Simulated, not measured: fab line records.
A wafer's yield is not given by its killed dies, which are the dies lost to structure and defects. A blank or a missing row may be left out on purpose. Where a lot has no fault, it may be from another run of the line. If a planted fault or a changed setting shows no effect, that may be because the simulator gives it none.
Comparing a struck lot with a sound one :: flow nandHarc :: 13 steps out of a route of 1159
Sound: these wafers, L500.1, L500.2, L500.6. Struck: wafers L496.3, L496.4. (L496.1 of the same lot was not struck and is left out.) The cause comes at the end.
At each step with rows: each side's tool, then ch and its chambers, then its first start. Under that, the readings that differ: sound wafers :: struck wafers :: difference of the means :: sigmas: that difference in standard deviations of wafers without a fault.
alike: same words and numbers on both sides, and readings whose means sit less than 2 such deviations apart. not compared: any withheld reading, any reading some wafer has no value for, any bound like >300 that may hide the same value, and any number with overlapping values for which the record gives no deviation.
The two part at a step that has a row with sigmas, a row that says differs or no value, or rows on one side only. Non-overlapping numbers with no deviation appear without sigmas and do not part them. A reading that every wafer of one side lacks parts them only if that side has two wafers or more.

first, 1 step without rows for these wafers: NHARC_A_BONDPAD_DEGAS_25 (time 60 s).
NHARC_A_BONDPAD_PRE_CLEAN_26: time 30 s.
  sound on pvdSputter-02; struck on pvdSputter-02
  alike: heaterPowerW
NHARC_A_BONDPAD_PVD_17: deposits TaN, target thk 5 nm, time 8.06 s.
  sound on pvdSputter-02; struck on pvdSputter-02
  alike: biasV, throttleValvePct
NHARC_A_BONDPAD_PVD_27: deposits Cu, target thk 30 nm, time 20.49 s.
  sound on pvdSputter-02; struck on pvdSputter-02
  alike: throttleValvePct
then, 1 step without rows for these wafers: NHARC_A_BONDPAD_ECD_18 (material Cu, target thk 400 nm).
NHARC_A_BONDPAD_ANNEAL_28: time 90 s.
  sound on rtpAnneal-02 ch 0, day 22 04:34; struck on rtpAnneal-01 ch 0, day 21 17:59
  alike: annealTempC, wafer_temp_C_max
NHARC_A_BONDPAD_CMP_19: polishes, t overpolish 30 s, cu recess touch 16 s, target thk 169.8 nm.
  sound on cmp-01 ch 1,3, day 22 04:56; struck on cmp-01 ch 0,2, day 21 18:19
  alike: motorCurrentA, overpolishRunS
NHARC_A_BONDPAD_THK_MEAS_20: measures by xrf.
  sound on filmMetro-01 at day 22 05:13; struck on filmMetro-01 at day 21 18:39
  alike: thkNm
then, 1 step without rows for these wafers: NHARC_A_BONDPAD_SRD_21 (time 30 s, dry time 20 s).
NHARC_A_BONDPAD_INSPECT_23:
  sound on defectInspect-02 at day 22 05:28; struck on defectInspect-02 at day 21 18:51
  alike: rawDefectCount
NHARC_HYBRID_BOND_ACTIVATE_00: chemistry N2, time 60 s.
  sound on rieDiel-11 ch 1,3, day 22 05:40; struck on rieDiel-02 ch 1,3, day 21 18:55
reading: runLengthS (s)
sound: 82.0 80.8 81.0
struck: 69.7 69.5
difference: -11.7
sigmas: -24
  alike: drypumpMotorCurrentA, oesProductAu, rfVppV, showerheadPlenumPTorr
  not compared: rfHoursCounterH
then, 1 step without rows for these wafers: NHARC_HYBRID_BOND_PRECLEAN_01 (cleans in DIW, time 300 s).
NHARC_END_SORT_01:
  at this point the record logs the struck wafers (prober-02 ch 0, day 23 03:34) and has no rows for the sound ones

WHERE THEY PART
At NHARC_HYBRID_BOND_ACTIVATE_00 first; at NHARC_END_SORT_01 last (within this record only).

WHY: the cause the simulator had injected
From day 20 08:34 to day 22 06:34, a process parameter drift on rieDiel-02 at NHARC_HYBRID_BOND_ACTIVATE_00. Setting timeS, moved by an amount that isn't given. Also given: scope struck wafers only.
